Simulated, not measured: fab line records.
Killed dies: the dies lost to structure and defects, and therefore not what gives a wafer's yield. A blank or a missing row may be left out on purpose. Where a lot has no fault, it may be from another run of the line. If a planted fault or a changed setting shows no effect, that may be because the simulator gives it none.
Matching of chambers / flow n5_finfet / 4 sister chambers for N5_DUMMY_REMOVAL_HM_STRIP_01 on rie_diel-06
The step strips SiNx in CH3F/O2, stops on poly-Si, target depth 4 nm, time 6.8 s. 4 wafers are shown with their chamber, then 7 later ones without.

## WAFERS WITH THEIR CHAMBER
wafer=L750.4; chamber=3; throttle_valve_pct (%)=16.64
wafer=L761.6; chamber=0; throttle_valve_pct (%)=16.58
wafer=L762.1; chamber=1; throttle_valve_pct (%)=16.10
wafer=L762.2; chamber=2; throttle_valve_pct (%)=16.41

## WAFERS WITH NO CHAMBER GIVEN
wafer=L762.3; throttle_valve_pct (%)=16.61
wafer=L764.4; throttle_valve_pct (%)=16.12
wafer=L764.5; throttle_valve_pct (%)=16.19
wafer=L764.6; throttle_valve_pct (%)=16.42
wafer=L765.1; throttle_valve_pct (%)=16.20
wafer=L765.3; throttle_valve_pct (%)=16.11
wafer=L765.6; throttle_valve_pct (%)=16.20

## WHICH CHAMBER EACH ONE RAN IN
wafer=L762.3; from the rows above=can't be placed: 0 or 3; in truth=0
wafer=L764.4; from the rows above=1; in truth=1
wafer=L764.5; from the rows above=can't be placed: 1 or 2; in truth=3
wafer=L764.6; from the rows above=2; in truth=2
wafer=L765.1; from the rows above=can't be placed: 1 or 2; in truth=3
wafer=L765.3; from the rows above=1; in truth=1
wafer=L765.6; from the rows above=can't be placed: 1 or 2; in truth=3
3 of 7 placed correctly. These rows do not allow placing 4 (true chamber among the candidates in 1). Wrongly placed: 0.
How it was worked out, from the rows above alone: a wafer's distance from a chamber is the root of the sum, over the readings, of the square of ((its reading less the chamber's mean) divided by the reading's scatter). If the next closest chamber is less than 2 further off than the closest, the wafer can't be placed; otherwise it belongs to the closest. The mean given for a chamber averages the wafers shown for that chamber. The scatter: with one shown wafer a chamber, the root of the mean of the squares of how far each hidden wafer lies from its nearest shown one.
